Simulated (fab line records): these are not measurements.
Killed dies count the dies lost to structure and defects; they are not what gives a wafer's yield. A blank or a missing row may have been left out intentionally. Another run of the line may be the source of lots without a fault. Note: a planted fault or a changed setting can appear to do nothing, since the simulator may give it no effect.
A lot that was struck, set against a sound lot / flow nandHarc / 15 out of 1159 route steps
Sound: the wafers L341.1, L341.3, L341.5. Struck: wafer L353.3; the same lot's L353.2 was not struck, so it is left out; see the end for the cause.
Per side, at each step with rows, come the tool, then ch with its chambers, and then its first start. Under that, the readings that differ: sound wafers / struck wafers / difference of the means / sigmas: that difference in standard deviations of wafers without a fault.
alike: same words and numbers on both sides, and readings whose means sit less than 2 such deviations apart. not compared: any withheld reading, any reading some wafer has no value for, any bound like >300 that may hide the same value, and any number with overlapping values for which the record gives no deviation.
Wherever a step has rows on one side only, a row that says differs or no value, or a row with sigmas, the two part there. Numbers that don't overlap but have no deviation are shown without sigmas and don't part them. A reading that every wafer of one side lacks parts them only if that side has two wafers or more.

first, 1 step without rows for these wafers: NHARC_A_ONON_D1_DEP_06 (target thk 1000 nm).
NHARC_A_ONON_D1_THK_MEAS_08: measures by ellipsometry.
  sound: filmMetro-01 at day 8 10:05; struck: filmMetro-01 at day 10 22:37
  alike: thkNm
following that, 1 step holds no rows for these wafers, namely NHARC_A_ONON_D1_DEP_09 (target thickness 1000 nm).
NHARC_A_ONON_D1_THK_MEAS_11: measures by ellipsometry.
  sound: filmMetro-02 at day 8 10:39; struck: filmMetro-01 at day 10 23:11
  alike: thkNm
following that, 1 step holds no rows for these wafers, namely NHARC_A_ONON_D1_DEP_12 (target thickness 1000 nm).
NHARC_A_ONON_D1_THK_MEAS_14: measures by ellipsometry.
  sound: filmMetro-01 at day 8 11:13; struck: filmMetro-02 at day 10 23:47
  alike: thkNm
then, 2 steps without rows for these wafers: NHARC_A_ONON_D1_ANNEAL_15 (time 3600 s); NHARC_A_ONON_D1_DEP_16 (target thk 1000 nm).
NHARC_A_ONON_D1_THK_MEAS_18: measures by ellipsometry.
  sound: filmMetro-01 at day 8 18:18; struck: filmMetro-01 at day 11 06:49
reading=thkNm (nm); sound=986 982 984; struck=1012; difference=+28; sigmas=+3
following that, 1 step holds no rows for these wafers, namely NHARC_A_ONON_D1_DEP_19 (target thickness 1000 nm).
NHARC_A_ONON_D1_THK_MEAS_21: measures by ellipsometry.
  sound: filmMetro-01 at day 8 18:53; struck: filmMetro-01 at day 11 07:23
  alike: thkNm
NHARC_A_ONON_D1_DEP_22: target thk 1000 nm.
  sound on pecvdOnon-02 ch 0, day 8 18:56; struck on pecvdOnon-02 ch 0, day 11 07:30
reading=n2oFlowSccm (sccm); sound=2001 2009 2008; struck=1989; difference=-17; sigmas=-3
NHARC_A_ONON_D1_THK_MEAS_24: measures by ellipsometry.
  sound: filmMetro-01 at day 8 19:27; struck: filmMetro-02 at day 11 07:57
reading=thkNm (nm); sound=1020 1019 1021; struck=1569; difference=+549; sigmas=+46
following that, 1 step holds no rows for these wafers, namely NHARC_A_ONON_D1_DEP_25 (target thickness 1000 nm).
-- record jumps: 11 days between struck wafers' starts before vs after; left off in module A_ONON_D1, resumes in module END, first step shown is number 1159 of the route --
NHARC_END_SORT_01:
  here the record holds rows for the struck wafers (prober-01 ch 0, day 22 04:05) but none for the sound ones

WHERE THEY PART
Last at NHARC_END_SORT_01 as far as this record goes, first at NHARC_A_ONON_D1_THK_MEAS_18.

WHY: whatever the simulator had introduced
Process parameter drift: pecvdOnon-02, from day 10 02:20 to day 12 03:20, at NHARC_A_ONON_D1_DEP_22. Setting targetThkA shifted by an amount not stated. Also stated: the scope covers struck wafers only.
